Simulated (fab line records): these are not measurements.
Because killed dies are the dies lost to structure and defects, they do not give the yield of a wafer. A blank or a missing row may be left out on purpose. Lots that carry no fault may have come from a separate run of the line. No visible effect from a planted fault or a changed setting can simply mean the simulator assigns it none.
Which tool was responsible? || flow nand_harc || 12 lots with 36 wafers sampled at 6 steps, on a route of 1302 steps

WHAT EACH GAUGE READ, for each wafer
NHARC_P_ZERO_WELL_CD_MEAS_24: the cd target is 720 nm. Usual: cd_nm reads 719.3 nm (standard deviation 1.4).
{"lot": "L783", "measured": "day 1 22:36", "on": "cd_sem-01", "cd_nm (nm)": "717.7 716.9 718.1", "flag": ""}
{"lot": "L785", "measured": "day 2 18:31", "on": "cd_sem-02", "cd_nm (nm)": "720.0 718.4 718.7", "flag": ""}
{"lot": "L786", "measured": "day 3 04:27", "on": "cd_sem-01", "cd_nm (nm)": "717.2 716.5 718.4", "flag": ""}
{"lot": "L789", "measured": "day 4 10:35", "on": "cd_sem-01", "cd_nm (nm)": "714.8 714.6 714.5", "flag": "OFF"}
{"lot": "L793", "measured": "day 6 02:35", "on": "cd_sem-02", "cd_nm (nm)": "720.5 720.4 719.4", "flag": ""}
{"lot": "L798", "measured": "day 8 04:29", "on": "cd_sem-01", "cd_nm (nm)": "716.9 717.9 718.3", "flag": ""}
{"lot": "L799", "measured": "day 8 14:46", "on": "cd_sem-03", "cd_nm (nm)": "719.0 721.8 719.5", "flag": ""}
{"lot": "L802", "measured": "day 9 20:36", "on": "cd_sem-01", "cd_nm (nm)": "717.5 717.7 719.5", "flag": ""}
{"lot": "L803", "measured": "day 10 06:52", "on": "cd_sem-03", "cd_nm (nm)": "716.7 717.7 719.0", "flag": ""}
{"lot": "L804", "measured": "day 10 16:35", "on": "cd_sem-02", "cd_nm (nm)": "720.7 721.6 721.2", "flag": ""}
{"lot": "L805", "measured": "day 11 02:37", "on": "cd_sem-01", "cd_nm (nm)": "721.0 720.4 720.0", "flag": ""}
{"lot": "L806", "measured": "day 11 12:50", "on": "cd_sem-03", "cd_nm (nm)": "719.1 720.1 717.8", "flag": ""}

NHARC_END_SORT_01. Usual: killed_at_array 52, standard deviation 17; killed_at_other 0.8, standard deviation 1.1; killed_at_periphery 3.2, standard deviation 2.2; killed_dies 57, standard deviation 17; killed_open 3.4, standard deviation 1.8; killed_short 2.4, standard deviation 1.6.
{"lot": "L783", "measured": "day 24 13:36", "on": "prober-02", "killed_at_array": "74 54 57", "killed_at_other": "2 3 0", "killed_at_periphery": "5 4 7", "killed_dies": "81 61 64", "killed_open": "4 5 3", "killed_short": "6 1 1", "flag": ""}
{"lot": "L785", "measured": "day 25 01:18", "on": "prober-01", "killed_at_array": "21 20 22", "killed_at_other": "1 0 0", "killed_at_periphery": "4 2 4", "killed_dies": "26 22 26", "killed_open": "0 4 1", "killed_short": "3 2 2", "flag": ""}
{"lot": "L786", "measured": "day 25 09:48", "on": "prober-01", "killed_at_array": "44 38 43", "killed_at_other": "0 0 0", "killed_at_periphery": "0 3 1", "killed_dies": "44 41 44", "killed_open": "3 4 2", "killed_short": "2 2 5", "flag": ""}
{"lot": "L789", "measured": "day 26 19:26", "on": "prober-02", "killed_at_array": "60 55 44", "killed_at_other": "1 0 1", "killed_at_periphery": "4 3 2", "killed_dies": "65 58 47", "killed_open": "6 4 4", "killed_short": "4 3 1", "flag": ""}
{"lot": "L793", "measured": "day 28 08:29", "on": "prober-02", "killed_at_array": "15 24 24", "killed_at_other": "0 1 2", "killed_at_periphery": "2 4 1", "killed_dies": "17 29 27", "killed_open": "2 6 1", "killed_short": "1 0 1", "flag": ""}
{"lot": "L798", "measured": "day 30 06:23", "on": "prober-01", "killed_at_array": "63 38 55", "killed_at_other": "1 3 3", "killed_at_periphery": "6 5 10", "killed_dies": "70 46 68", "killed_open": "6 2 4", "killed_short": "3 0 2", "flag": ""}
{"lot": "L799", "measured": "day 30 14:56", "on": "prober-02", "killed_at_array": "50 46 40", "killed_at_other": "0 0 0", "killed_at_periphery": "3 0 3", "killed_dies": "53 46 43", "killed_open": "4 3 2", "killed_short": "3 2 2", "flag": ""}
{"lot": "L802", "measured": "day 32 21:12", "on": "prober-01", "killed_at_array": "40 38 36", "killed_at_other": "1 0 0", "killed_at_periphery": "2 1 2", "killed_dies": "43 39 38", "killed_open": "3 0 1", "killed_short": "1 7 1", "flag": ""}
{"lot": "L803", "measured": "day 32 22:49", "on": "prober-02", "killed_at_array": "41 52 53", "killed_at_other": "0 2 1", "killed_at_periphery": "0 4 1", "killed_dies": "41 58 55", "killed_open": "5 4 5", "killed_short": "3 2 0", "flag": ""}
{"lot": "L804", "measured": "day 33 14:22", "on": "prober-02", "killed_at_array": "38 30 31", "killed_at_other": "0 0 1", "killed_at_periphery": "4 2 4", "killed_dies": "42 32 36", "killed_open": "4 3 5", "killed_short": "3 3 3", "flag": ""}
{"lot": "L805", "measured": "day 34 02:25", "on": "prober-01", "killed_at_array": "62 58 64", "killed_at_other": "0 1 0", "killed_at_periphery": "2 3 4", "killed_dies": "64 62 68", "killed_open": "4 3 2", "killed_short": "5 1 1", "flag": ""}
{"lot": "L806", "measured": "day 34 11:21", "on": "prober-02", "killed_at_array": "43 40 49", "killed_at_other": "0 0 0", "killed_at_periphery": "8 1 7", "killed_dies": "51 41 56", "killed_open": "2 3 4", "killed_short": "1 2 3", "flag": ""}

WHICH TOOL RAN EACH LOT (tool, then ch and the chambers of the sampled wafers, then the start)
{"lot": "L783", "NHARC_P_ZERO_WELL_EXPOSE_21": "krf_scanner-02 ch 0, day 1 22:26", "NHARC_P_ZERO_WELL_DESCUM_26": "rie_diel-06 ch 1,2,3, day 1 22:46", "NHARC_P_ZERO_WELL_DESCUM_54": "rie_diel-01 ch 0,1,2, day 2 02:03", "NHARC_P_ZERO_WELL_RTA_42": "rtp_anneal-01 ch 0, day 2 03:02"}
{"lot": "L785", "NHARC_P_ZERO_WELL_EXPOSE_21": "krf_scanner-02 ch 0, day 2 18:21", "NHARC_P_ZERO_WELL_DESCUM_26": "rie_diel-01 ch 0,1, day 2 18:40", "NHARC_P_ZERO_WELL_DESCUM_54": "rie_diel-06 ch 1,2, day 2 21:57", "NHARC_P_ZERO_WELL_RTA_42": "rtp_anneal-01 ch 0, day 2 23:08"}
{"lot": "L786", "NHARC_P_ZERO_WELL_EXPOSE_21": "krf_scanner-02 ch 0, day 3 04:17", "NHARC_P_ZERO_WELL_DESCUM_26": "rie_diel-01 ch 1,2,3, day 3 04:37", "NHARC_P_ZERO_WELL_DESCUM_54": "rie_diel-04 ch 0,1,3, day 3 07:46", "NHARC_P_ZERO_WELL_RTA_42": "rtp_anneal-01 ch 0, day 3 08:44"}
{"lot": "L789", "NHARC_P_ZERO_WELL_EXPOSE_21": "krf_scanner-02 ch 0, day 4 10:26", "NHARC_P_ZERO_WELL_DESCUM_26": "rie_diel-04 ch 0,2,3, day 4 10:46", "NHARC_P_ZERO_WELL_DESCUM_54": "rie_diel-06 ch 1,2,3, day 4 13:48", "NHARC_P_ZERO_WELL_RTA_42": "rtp_anneal-02 ch 0, day 4 14:49"}
{"lot": "L793", "NHARC_P_ZERO_WELL_EXPOSE_21": "krf_scanner-01 ch 0, day 6 02:26", "NHARC_P_ZERO_WELL_DESCUM_26": "rie_diel-04 ch 0,1,2, day 6 02:46", "NHARC_P_ZERO_WELL_DESCUM_54": "rie_diel-01 ch 2,3, day 6 06:02", "NHARC_P_ZERO_WELL_RTA_42": "rtp_anneal-02 ch 0, day 6 07:08"}
{"lot": "L798", "NHARC_P_ZERO_WELL_EXPOSE_21": "krf_scanner-01 ch 0, day 8 04:19", "NHARC_P_ZERO_WELL_DESCUM_26": "rie_diel-06 ch 0,1,2, day 8 04:39", "NHARC_P_ZERO_WELL_DESCUM_54": "rie_diel-01 ch 0,1,2, day 8 07:58", "NHARC_P_ZERO_WELL_RTA_42": "rtp_anneal-02 ch 0, day 8 08:56"}
{"lot": "L799", "NHARC_P_ZERO_WELL_EXPOSE_21": "krf_scanner-02 ch 0, day 8 14:36", "NHARC_P_ZERO_WELL_DESCUM_26": "rie_diel-01 ch 0,2,3, day 8 14:57", "NHARC_P_ZERO_WELL_DESCUM_54": "rie_diel-01 ch 0,1, day 8 18:11", "NHARC_P_ZERO_WELL_RTA_42": "rtp_anneal-01 ch 0, day 8 19:16"}
{"lot": "L802", "NHARC_P_ZERO_WELL_EXPOSE_21": "krf_scanner-01 ch 0, day 9 20:26", "NHARC_P_ZERO_WELL_DESCUM_26": "rie_diel-04 ch 0,1,2, day 9 20:46", "NHARC_P_ZERO_WELL_DESCUM_54": "rie_diel-04 ch 0,2,3, day 10 00:04", "NHARC_P_ZERO_WELL_RTA_42": "rtp_anneal-02 ch 0, day 10 01:01"}
{"lot": "L803", "NHARC_P_ZERO_WELL_EXPOSE_21": "krf_scanner-02 ch 0, day 10 06:43", "NHARC_P_ZERO_WELL_DESCUM_26": "rie_diel-06 ch 2,3, day 10 08:30", "NHARC_P_ZERO_WELL_DESCUM_54": "rie_diel-04 ch 0,2,3, day 10 11:39", "NHARC_P_ZERO_WELL_RTA_42": "rtp_anneal-02 ch 0, day 10 12:50"}
{"lot": "L804", "NHARC_P_ZERO_WELL_EXPOSE_21": "krf_scanner-02 ch 0, day 10 16:26", "NHARC_P_ZERO_WELL_DESCUM_26": "rie_diel-04 ch 1,2, day 10 16:45", "NHARC_P_ZERO_WELL_DESCUM_54": "rie_diel-01 ch 0,1,2, day 10 20:04", "NHARC_P_ZERO_WELL_RTA_42": "rtp_anneal-01 ch 0, day 10 21:09"}
{"lot": "L805", "NHARC_P_ZERO_WELL_EXPOSE_21": "krf_scanner-02 ch 0, day 11 02:28", "NHARC_P_ZERO_WELL_DESCUM_26": "rie_diel-01 ch 0,1, day 11 02:47", "NHARC_P_ZERO_WELL_DESCUM_54": "rie_diel-04 ch 0,2,3, day 11 05:57", "NHARC_P_ZERO_WELL_RTA_42": "rtp_anneal-01 ch 0, day 11 07:14"}
{"lot": "L806", "NHARC_P_ZERO_WELL_EXPOSE_21": "krf_scanner-01 ch 0, day 11 12:40", "NHARC_P_ZERO_WELL_DESCUM_26": "rie_diel-04 ch 0,3, day 11 12:59", "NHARC_P_ZERO_WELL_DESCUM_54": "rie_diel-01 ch 1,2,3, day 11 16:17", "NHARC_P_ZERO_WELL_RTA_42": "rtp_anneal-02 ch 0, day 11 17:21"}
- NHARC_P_ZERO_WELL_EXPOSE_21: exposes mask P NWELL, target cd 720 nm.
- NHARC_P_ZERO_WELL_DESCUM_26: chemistry O2, time 3 s.
- NHARC_P_ZERO_WELL_DESCUM_54: chemistry O2, time 3 s.
- NHARC_P_ZERO_WELL_RTA_42: time 300 s.

WHAT THE TOOLS THEMSELVES READ (means of the sampled wafers that have a number; where no wafer has one, the mark that the record gives instead)
NHARC_P_ZERO_WELL_DESCUM_26. Usual: drypump_motor_current_A 6.0 A, standard deviation 0.38; oes_product_au 1.001 a.u., standard deviation 0.0068; rf_vpp_V 57.7 V, standard deviation 0.9; showerhead_plenum_p_Torr 1.89 Torr, standard deviation 0.09; throttle_valve_pct 11.311 %, standard deviation 0.0089.
{"lot": "L783", "tool": "rie_diel-06", "drypump_motor_current_A (A)": 6.4, "oes_product_au (a.u.)": 1.001, "rf_vpp_V (V)": 58.1, "showerhead_plenum_p_Torr (Torr)": 1.95, "throttle_valve_pct (%)": 11.312, "flag": ""}
{"lot": "L785", "tool": "rie_diel-01", "drypump_motor_current_A (A)": 5.5, "oes_product_au (a.u.)": 1.007, "rf_vpp_V (V)": 57.7, "showerhead_plenum_p_Torr (Torr)": 1.89, "throttle_valve_pct (%)": 11.309, "flag": ""}
{"lot": "L786", "tool": "rie_diel-01", "drypump_motor_current_A (A)": 5.8, "oes_product_au (a.u.)": 1.002, "rf_vpp_V (V)": 57.4, "showerhead_plenum_p_Torr (Torr)": 1.83, "throttle_valve_pct (%)": 11.317, "flag": ""}
{"lot": "L789", "tool": "rie_diel-04", "drypump_motor_current_A (A)": 6.0, "oes_product_au (a.u.)": 1.001, "rf_vpp_V (V)": 57.9, "showerhead_plenum_p_Torr (Torr)": 1.88, "throttle_valve_pct (%)": 11.315, "flag": ""}
{"lot": "L793", "tool": "rie_diel-04", "drypump_motor_current_A (A)": 6.3, "oes_product_au (a.u.)": 1.007, "rf_vpp_V (V)": 57.6, "showerhead_plenum_p_Torr (Torr)": 1.91, "throttle_valve_pct (%)": 11.313, "flag": ""}
{"lot": "L798", "tool": "rie_diel-06", "drypump_motor_current_A (A)": 6.3, "oes_product_au (a.u.)": 0.989, "rf_vpp_V (V)": 57.6, "showerhead_plenum_p_Torr (Torr)": 1.89, "throttle_valve_pct (%)": 11.314, "flag": ""}
{"lot": "L799", "tool": "rie_diel-01", "drypump_motor_current_A (A)": 5.9, "oes_product_au (a.u.)": 1.000, "rf_vpp_V (V)": 56.6, "showerhead_plenum_p_Torr (Torr)": 1.80, "throttle_valve_pct (%)": 11.313, "flag": ""}
{"lot": "L802", "tool": "rie_diel-04", "drypump_motor_current_A (A)": 6.3, "oes_product_au (a.u.)": 0.999, "rf_vpp_V (V)": 58.2, "showerhead_plenum_p_Torr (Torr)": 1.90, "throttle_valve_pct (%)": 11.314, "flag": ""}
{"lot": "L803", "tool": "rie_diel-06", "drypump_motor_current_A (A)": 6.5, "oes_product_au (a.u.)": 0.998, "rf_vpp_V (V)": 58.0, "showerhead_plenum_p_Torr (Torr)": 2.02, "throttle_valve_pct (%)": 11.308, "flag": ""}
{"lot": "L804", "tool": "rie_diel-04", "drypump_motor_current_A (A)": 6.3, "oes_product_au (a.u.)": 0.995, "rf_vpp_V (V)": 58.0, "showerhead_plenum_p_Torr (Torr)": 1.94, "throttle_valve_pct (%)": 11.312, "flag": ""}
{"lot": "L805", "tool": "rie_diel-01", "drypump_motor_current_A (A)": 5.6, "oes_product_au (a.u.)": 0.999, "rf_vpp_V (V)": 57.6, "showerhead_plenum_p_Torr (Torr)": 1.87, "throttle_valve_pct (%)": 11.306, "flag": ""}
{"lot": "L806", "tool": "rie_diel-04", "drypump_motor_current_A (A)": 5.7, "oes_product_au (a.u.)": 1.003, "rf_vpp_V (V)": 57.6, "showerhead_plenum_p_Torr (Torr)": 1.79, "throttle_valve_pct (%)": 11.309, "flag": ""}

NHARC_P_ZERO_WELL_DESCUM_54. Usual: drypump_motor_current_A 6.0 A, standard deviation 0.38; oes_product_au 1.002 a.u., standard deviation 0.0073; rf_vpp_V 57.6 V, standard deviation 0.82; showerhead_plenum_p_Torr 1.87 Torr, standard deviation 0.086; throttle_valve_pct 11.311 %, standard deviation 0.0095.
{"lot": "L783", "tool": "rie_diel-01", "drypump_motor_current_A (A)": 5.7, "oes_product_au (a.u.)": 0.998, "rf_vpp_V (V)": 57.0, "showerhead_plenum_p_Torr (Torr)": 1.86, "throttle_valve_pct (%)": 11.315, "flag": ""}
{"lot": "L785", "tool": "rie_diel-06", "drypump_motor_current_A (A)": 6.4, "oes_product_au (a.u.)": 1.008, "rf_vpp_V (V)": 57.5, "showerhead_plenum_p_Torr (Torr)": 1.92, "throttle_valve_pct (%)": 11.299, "flag": ""}
{"lot": "L786", "tool": "rie_diel-04", "drypump_motor_current_A (A)": 6.0, "oes_product_au (a.u.)": 1.000, "rf_vpp_V (V)": 58.2, "showerhead_plenum_p_Torr (Torr)": 1.84, "throttle_valve_pct (%)": 11.305, "flag": ""}
{"lot": "L789", "tool": "rie_diel-06", "drypump_motor_current_A (A)": 6.5, "oes_product_au (a.u.)": 0.999, "rf_vpp_V (V)": 57.4, "showerhead_plenum_p_Torr (Torr)": 1.95, "throttle_valve_pct (%)": 11.319, "flag": ""}
{"lot": "L793", "tool": "rie_diel-01", "drypump_motor_current_A (A)": 6.0, "oes_product_au (a.u.)": 1.013, "rf_vpp_V (V)": 57.0, "showerhead_plenum_p_Torr (Torr)": 1.78, "throttle_valve_pct (%)": 11.313, "flag": ""}
{"lot": "L798", "tool": "rie_diel-01", "drypump_motor_current_A (A)": 5.7, "oes_product_au (a.u.)": 1.002, "rf_vpp_V (V)": 57.2, "showerhead_plenum_p_Torr (Torr)": 1.85, "throttle_valve_pct (%)": 11.310, "flag": ""}
{"lot": "L799", "tool": "rie_diel-01", "drypump_motor_current_A (A)": 5.5, "oes_product_au (a.u.)": 0.996, "rf_vpp_V (V)": 57.2, "showerhead_plenum_p_Torr (Torr)": 1.88, "throttle_valve_pct (%)": 11.309, "flag": ""}
{"lot": "L802", "tool": "rie_diel-04", "drypump_motor_current_A (A)": 6.0, "oes_product_au (a.u.)": 0.993, "rf_vpp_V (V)": 57.2, "showerhead_plenum_p_Torr (Torr)": 1.86, "throttle_valve_pct (%)": 11.317, "flag": ""}
{"lot": "L803", "tool": "rie_diel-04", "drypump_motor_current_A (A)": 6.0, "oes_product_au (a.u.)": 0.997, "rf_vpp_V (V)": 57.2, "showerhead_plenum_p_Torr (Torr)": 1.86, "throttle_valve_pct (%)": 11.321, "flag": ""}
{"lot": "L804", "tool": "rie_diel-01", "drypump_motor_current_A (A)": 5.7, "oes_product_au (a.u.)": 1.002, "rf_vpp_V (V)": 57.3, "showerhead_plenum_p_Torr (Torr)": 1.84, "throttle_valve_pct (%)": 11.316, "flag": ""}
{"lot": "L805", "tool": "rie_diel-04", "drypump_motor_current_A (A)": 6.0, "oes_product_au (a.u.)": 0.999, "rf_vpp_V (V)": 58.4, "showerhead_plenum_p_Torr (Torr)": 1.86, "throttle_valve_pct (%)": 11.314, "flag": ""}
{"lot": "L806", "tool": "rie_diel-01", "drypump_motor_current_A (A)": 5.8, "oes_product_au (a.u.)": 1.001, "rf_vpp_V (V)": 57.5, "showerhead_plenum_p_Torr (Torr)": 1.91, "throttle_valve_pct (%)": 11.319, "flag": ""}

NHARC_P_ZERO_WELL_RTA_42. Usual: lamp_power_pct 38.0 %, standard deviation 1.8; lamp_zone_6_pct 38.0 %, standard deviation 1.8; wafer_temp_C_max 1104.4, standard deviation 1.2.
{"lot": "L783", "tool": "rtp_anneal-01", "lamp_power_pct (%)": 39.8, "lamp_zone_6_pct (%)": 39.9, "wafer_temp_C_max": 1104.3, "flag": ""}
{"lot": "L785", "tool": "rtp_anneal-01", "lamp_power_pct (%)": 39.8, "lamp_zone_6_pct (%)": 39.8, "wafer_temp_C_max": 1105.3, "flag": ""}
{"lot": "L786", "tool": "rtp_anneal-01", "lamp_power_pct (%)": 39.8, "lamp_zone_6_pct (%)": 39.8, "wafer_temp_C_max": 1104.7, "flag": ""}
{"lot": "L789", "tool": "rtp_anneal-02", "lamp_power_pct (%)": 36.2, "lamp_zone_6_pct (%)": 36.2, "wafer_temp_C_max": 1102.9, "flag": ""}
{"lot": "L793", "tool": "rtp_anneal-02", "lamp_power_pct (%)": 36.2, "lamp_zone_6_pct (%)": 36.2, "wafer_temp_C_max": 1104.1, "flag": ""}
{"lot": "L798", "tool": "rtp_anneal-02", "lamp_power_pct (%)": 36.2, "lamp_zone_6_pct (%)": 36.1, "wafer_temp_C_max": 1104.4, "flag": ""}
{"lot": "L799", "tool": "rtp_anneal-01", "lamp_power_pct (%)": 39.9, "lamp_zone_6_pct (%)": 39.8, "wafer_temp_C_max": 1105.9, "flag": ""}
{"lot": "L802", "tool": "rtp_anneal-02", "lamp_power_pct (%)": 36.1, "lamp_zone_6_pct (%)": 36.1, "wafer_temp_C_max": 1103.7, "flag": ""}
{"lot": "L803", "tool": "rtp_anneal-02", "lamp_power_pct (%)": 36.3, "lamp_zone_6_pct (%)": 36.2, "wafer_temp_C_max": 1104.2, "flag": ""}
{"lot": "L804", "tool": "rtp_anneal-01", "lamp_power_pct (%)": 39.8, "lamp_zone_6_pct (%)": 39.8, "wafer_temp_C_max": 1104.8, "flag": ""}
{"lot": "L805", "tool": "rtp_anneal-01", "lamp_power_pct (%)": 39.8, "lamp_zone_6_pct (%)": 39.8, "wafer_temp_C_max": 1105.4, "flag": ""}
{"lot": "L806", "tool": "rtp_anneal-02", "lamp_power_pct (%)": 36.3, "lamp_zone_6_pct (%)": 36.2, "wafer_temp_C_max": 1104.4, "flag": ""}

THE ANSWER, worked out from the rows above alone
Rule: lot off if the mean of its wafers having a number is beyond 3 standard deviations from the usual mean. Also off: a lot with no number at a reading for which 4 or more lots have one. Any other lot the step has rows for is counted as sound. After the gauges, taken in route order, come the tools' own readings; for these a lot's mean is taken, as printed above. The first step at which some lot is off is used, and at that step the reading that is off furthest; a lot without a number counts as furthest.
Off: L789 (NHARC_P_ZERO_WELL_CD_MEAS_24, cd_nm).
A tool fits if, at a process step before that reading, it ran every lot that is off, and no sound lot after the first of them. The gauges at NHARC_P_ZERO_WELL_CD_MEAS_24 are tried like those tools. Of those tried, none fits.

WHAT HAD BEEN PUT IN BY THE SIMULATOR
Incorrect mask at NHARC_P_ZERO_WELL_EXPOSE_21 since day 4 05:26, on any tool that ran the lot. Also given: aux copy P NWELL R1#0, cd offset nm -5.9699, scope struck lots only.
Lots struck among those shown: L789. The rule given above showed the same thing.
